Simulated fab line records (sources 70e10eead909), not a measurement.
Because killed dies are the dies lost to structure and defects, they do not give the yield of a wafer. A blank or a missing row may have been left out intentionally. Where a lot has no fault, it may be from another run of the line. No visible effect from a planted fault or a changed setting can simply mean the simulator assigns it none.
fab line records    flow nand-harc
record: lots: 14  wafers: 42  last-day: 24
route steps=1159 shown A_SOURCE_PLATE@420 A_ONON_D1@442 A_CHANNEL_HOLE_D1@462
lots untouched by any fault: they come from a run of this same line in which no faults occurred
start-h: start of the lot's first displayed wafer, in hours after the record's first day    wait-h: how many hours have passed since the lot's step before this one    " repeats the value in the row above    L1.1+2: a row that stands for several wafers    - no value present, or no start provided    * or withheld: withheld    < > ~ a bound
route shown NAME@n: a module of which the file shows steps, and the number in the route of the first    usual: mean/standard deviation of fault-free wafers    same: alike in all rows    chamber/n: place in a boat    sites: per-site readings    _std_site: standard deviation of those values    _edge_site: inner sites' mean taken away from outer sites' mean    radius-mm: how far each site lies from the wafer's centre    mask NAME#n: copy n    behind: the most recent tool/chamber to have shaped the wafer    hold: the reason the lot was held/the length of the hold in hours/how it ended    device: whichever transistor did not switch (one of n, p or np)    end of line: at the end of the route, the tests of the same wafers    for a step that has no rows: nothing shown but its recipe    killed: dies lost to structure and defects at the first sort, not the wafer's yield    map: the dies of a wafer, with x for killed, . for not killed, _ for no die there
set.NAME: the setting that was run; set.NAME@STEP: the one run at that earlier step    model.NAME: the simulator's own value behind a step, which no gauge read
a sample of lots followed through the steps of the route, with each step as a table and each wafer as a row
services: a tool's chamber out of use, with start hour (start-h, from the record's first day; less than 0 if before it), hours out, and reason
== steps ==
step: NHARC_A_SOURCE_PLATE_THK_MEAS_06
recipe: thk-meas-gauge: ellipsometry
usual: thk-nm: 200.5/2.3
lot.wafer  tool           chamber  start-h  wait-h  thk-nm
L901.1     film-metro-02  -        155.90   0.4     195.6
L901.2     "              -        "        "       199.3
L901.6     "              -        "        "       198.6
L903.1     film-metro-01  -        163.19   0.4     200.3
L903.4     "              -        "        "       199.5
L903.5     "              -        "        "       201.1
L904.3     film-metro-01  -        170.83   0.4     203.0
L904.4     "              -        "        "       200.6
L904.5     "              -        "        "       203.4
L905.1     film-metro-02  -        177.63   0.4     198.7
L905.2     "              -        "        "       198.7
L905.5     "              -        "        "       197.8
L907.1     film-metro-01  -        188.47   0.4     203.7
L907.4     "              -        "        "       199.9
L907.6     "              -        "        "       198.9
L906.3     film-metro-02  -        188.49   0.4     202.0
L906.5     "              -        "        "       201.9
L906.6     "              -        "        "       201.2
L910.2     film-metro-02  -        200.62   0.4     201.5
L910.5     "              -        "        "       203.0
L910.6     "              -        "        "       201.2
L909.1     film-metro-01  -        200.63   0.4     200.2
L909.3     "              -        "        "       200.9
L909.5     "              -        "        "       200.2
L908.1     film-metro-02  -        200.64   0.4     196.5
L908.2     "              -        "        "       196.7
L908.5     "              -        "        "       199.5
L911.1     film-metro-02  -        217.62   0.4     197.9
L911.4     "              -        "        "       197.4
L911.5     "              -        "        "       197.2
L912.1     film-metro-01  -        217.62   0.4     202.9
L912.5     "              -        "        "       200.3
L912.6     "              -        "        "       202.3
L917.2     film-metro-01  -        256.82   0.4     203.6
L917.4     "              -        "        "       201.2
L917.6     "              -        "        "       201.4
L919.1     film-metro-02  -        267.63   0.4     204.4
L919.3     "              -        "        "       206.9
L919.5     "              -        "        "       203.9
L924.1     film-metro-01  -        293.02   0.4     202.6
L924.2     "              -        "        "       200.8
L924.6     "              -        "        "       201.5
step: NHARC_A_ONON_D1_DEP_25
recipe: target-thk-a: 10000  n2-flow-sccm: 2750  n2o-flow-sccm: 2000  nh3-flow-sccm: 500  sih4-flow-sccm: 210  temp-c: 400
usual: n2o-flow-sccm: 2000/6.2
lot.wafer  tool           chamber  start-h  wait-h  n2o-flow-sccm
L901.1     pecvd-onon-03  0        168.12   0.1     2000
L901.2     "              0        "        "       1998
L901.6     "              0        "        "       2005
L903.1     pecvd-onon-03  0        176.09   0.1     2001
L903.4     "              0        "        "       2011
L903.5     "              0        "        "       2000
L904.3     pecvd-onon-02  0        183.15   0.2     2001
L904.4     "              0        "        "       1995
L904.5     "              0        "        "       2000
L905.1     pecvd-onon-01  0        188.90   0.1     2006
L905.2     "              0        "        "       2003
L905.5     "              0        "        "       2003
L907.1     pecvd-onon-03  0        199.69   0.1     2001
L907.4     "              0        "        "       2008
L907.6     "              0        "        "       2004
L906.3     pecvd-onon-02  0        199.81   0.2     2013
L906.5     "              0        "        "       2010
L906.6     "              0        "        "       2006
L909.1     pecvd-onon-02  0        211.83   0.1     1999
L909.3     "              0        "        "       1992
L909.5     "              0        "        "       2000
L908.1     pecvd-onon-03  0        211.84   0.1     2002
L908.2     "              0        "        "       2000
L908.5     "              0        "        "       1986
L910.2     pecvd-onon-01  0        211.87   0.1     2003
L910.5     "              0        "        "       2006
L910.6     "              0        "        "       1999
L911.1     pecvd-onon-02  0        231.88   0.1     1993
L911.4     "              0        "        "       1994
L911.5     "              0        "        "       1998
L912.1     pecvd-onon-03  0        231.89   0.1     1997
L912.5     "              0        "        "       1995
L912.6     "              0        "        "       1996
L917.2     pecvd-onon-03  0        269.90   0.1     2003
L917.4     "              0        "        "       1999
L917.6     "              0        "        "       1990
L919.1     pecvd-onon-03  0        279.90   0.1     1999
L919.3     "              0        "        "       2008
L919.5     "              0        "        "       2007
L924.1     pecvd-onon-01  0        304.57   0.1     1995
L924.2     "              0        "        "       1997
L924.6     "              0        "        "       1993
step: NHARC_A_ONON_D1_THK_MEAS_27
recipe: thk-meas-gauge: ellipsometry
usual: thk-nm: 1000/10
lot.wafer  tool           chamber  start-h  wait-h  hold                      thk-nm
L901.1     film-metro-01  -        168.63   -       -                         999
L901.2     "              -        "        "       -                         1000
L901.6     "              -        "        "       -                         999
L903.1     film-metro-02  -        176.61   -       -                         992
L903.4     "              -        "        "       -                         993
L903.5     "              -        "        "       -                         992
L904.3     film-metro-01  -        183.55   -       -                         1005
L904.4     "              -        "        "       -                         1005
L904.5     "              -        "        "       -                         1006
L905.1     film-metro-02  -        189.41   -       -                         1012
L905.2     "              -        "        "       -                         1011
L905.5     "              -        "        "       -                         1010
L907.1     film-metro-01  -        200.20   -       -                         1008
L907.4     "              -        "        "       -                         1007
L907.6     "              -        "        "       -                         1008
L906.3     film-metro-02  -        200.21   -       -                         989
L906.5     "              -        "        "       -                         989
L906.6     "              -        "        "       -                         990
L910.2     film-metro-02  -        212.32   -       -                         1002
L910.5     "              -        "        "       -                         1000
L910.6     "              -        "        "       -                         1001
L909.1     film-metro-01  -        212.33   -       -                         1006
L909.3     "              -        "        "       -                         1005
L909.5     "              -        "        "       -                         1004
L908.1     film-metro-02  -        212.35   -       -                         998
L908.2     "              -        "        "       -                         997
L908.5     "              -        "        "       -                         996
L911.1     film-metro-02  -        232.39   -       -                         1016
L911.4     "              -        "        "       -                         1016
L911.5     "              -        "        "       -                         1018
L912.1     film-metro-02  -        232.41   -       -                         1002
L912.5     "              -        "        "       -                         1001
L912.6     "              -        "        "       -                         999
L917.2     film-metro-01  -        270.36   -       await-dispo/0.2h/release  1874
L917.4     "              -        "        "       await-dispo/0.2h/release  1876
L917.6     "              -        "        "       await-dispo/0.2h/release  1874
L917.2     film-metro-01  -        270.53   0.2     -                         1874
L917.4     "              -        "        "       -                         1874
L917.6     "              -        "        "       -                         1876
L919.1     film-metro-01  -        280.41   -       await-dispo/0.2h/release  1883
L919.3     "              -        "        "       await-dispo/0.2h/release  1882
L919.5     "              -        "        "       await-dispo/0.2h/release  1883
L919.1     film-metro-01  -        280.58   0.2     -                         1883
L919.3     "              -        "        "       -                         1884
L919.5     "              -        "        "       -                         1881
L924.1     film-metro-02  -        305.08   -       -                         1003
L924.2     "              -        "        "       -                         1001
L924.6     "              -        "        "       -                         1002
step: NHARC_A_ONON_D1_THK_MEAS_34
recipe: thk-meas-gauge: ellipsometry
usual: thk-nm: 200.5/2.8
lot.wafer  tool           chamber  start-h  wait-h  thk-nm
L901.1     film-metro-01  -        169.76   -       199.2
L901.2     "              -        "        "       201.9
L901.6     "              -        "        "       201.1
L903.1     film-metro-02  -        177.64   -       196.7
L903.4     "              -        "        "       203.4
L903.5     "              -        "        "       200.8
L904.3     film-metro-02  -        184.58   -       196.5
L904.4     "              -        "        "       200.8
L904.5     "              -        "        "       198.2
L905.1     film-metro-02  -        190.44   -       198.3
L905.2     "              -        "        "       203.3
L905.5     "              -        "        "       205.3
L906.3     film-metro-01  -        201.26   -       198.3
L906.5     "              -        "        "       200.0
L906.6     "              -        "        "       198.6
L907.1     film-metro-01  -        201.53   -       202.8
L907.4     "              -        "        "       201.5
L907.6     "              -        "        "       203.6
L910.2     film-metro-02  -        213.36   -       201.4
L910.5     "              -        "        "       203.5
L910.6     "              -        "        "       202.7
L909.1     film-metro-02  -        213.38   -       196.3
L909.3     "              -        "        "       195.9
L909.5     "              -        "        "       199.6
L908.1     film-metro-01  -        213.53   -       199.0
L908.2     "              -        "        "       199.1
L908.5     "              -        "        "       203.2
L911.1     film-metro-01  -        233.43   -       200.8
L911.4     "              -        "        "       202.7
L911.5     "              -        "        "       202.2
L912.1     film-metro-02  -        233.45   -       199.1
L912.5     "              -        "        "       203.4
L912.6     "              -        "        "       202.3
L924.1     film-metro-02  -        306.12   -       198.4
L924.2     "              -        "        "       199.5
L924.6     "              -        "        "       201.9
step: NHARC_A_CHANNEL_HOLE_D1_CD_MEAS_10
recipe: target-cd-nm: 100  landing-energy-ev: 500
usual: cd-nm: 99.8/0.45
lot.wafer  tool       chamber  start-h  wait-h  cd-nm
L901.1     cd-sem-01  0        173.83   -       100.0
L901.2     "          0        "        "       100.4
L901.6     "          0        "        "       99.9
L903.1     cd-sem-03  0        184.54   -       99.8
L903.4     "          0        "        "       99.2
L903.5     "          0        "        "       100.1
L904.3     cd-sem-02  0        189.02   -       100.2
L904.4     "          0        "        "       99.8
L904.5     "          0        "        "       99.8
L905.1     cd-sem-03  0        193.23   -       99.8
L905.2     "          0        "        "       100.1
L905.5     "          0        "        "       100.5
L906.3     cd-sem-01  0        205.01   -       99.4
L906.5     "          0        "        "       100.4
L906.6     "          0        "        "       99.2
L907.1     cd-sem-03  0        205.09   -       99.4
L907.4     "          0        "        "       98.9
L907.6     "          0        "        "       99.2
L909.1     cd-sem-01  0        216.47   -       99.9
L909.3     "          0        "        "       99.3
L909.5     "          0        "        "       99.7
L910.2     cd-sem-03  0        217.44   -       99.3
L910.5     "          0        "        "       99.9
L910.6     "          0        "        "       99.6
L908.1     cd-sem-03  0        217.59   -       100.2
L908.2     "          0        "        "       99.3
L908.5     "          0        "        "       99.9
L911.1     cd-sem-01  0        236.89   -       99.8
L911.4     "          0        "        "       101.2
L911.5     "          0        "        "       100.4
L912.1     cd-sem-01  0        238.39   -       99.5
L912.5     "          0        "        "       99.9
L912.6     "          0        "        "       99.5
L924.1     cd-sem-02  0        309.62   -       99.6
L924.2     "          0        "        "       99.4
L924.6     "          0        "        "       99.2
== services ==
tool           chamber  start-h  hours  kind
pecvd-onon-03  -        153.00   13.0   pm
pecvd-onon-01  -        195.30   13.0   pm
pecvd-onon-02  -        292.00   13.0   pm
== key ==
first-sign: step: NHARC_A_ONON_D1_THK_MEAS_27  reading: visit  direction: added
effect: step: NHARC_A_ONON_D1_THK_MEAS_27  reading: thk-nm  direction: up  sigmas: 88  usual: 1000  struck: 1878
met-at NHARC_A_ONON_D1_DEP_25
struck-lots L917,L919
scrapped-behind NHARC_A_ONON_D1_THK_MEAS_27 L917.2,L917.4,L917.6,L919.1,L919.3,L919.5
not-acting-at NHARC_A_SOURCE_PLATE_THK_MEAS_06,NHARC_A_ONON_D1_THK_MEAS_34,NHARC_A_CHANNEL_HOLE_D1_CD_MEAS_10
onset-between 231.89 269.90
fault: kind: process-parameter-drift  tool: pecvd-onon-03  chamber: -  onset-h: 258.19  steps: NHARC_A_ONON_D1_DEP_25  channel: target-thk-a  offset: *  shape: step  end-h: 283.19  acts-in: *  stated: *
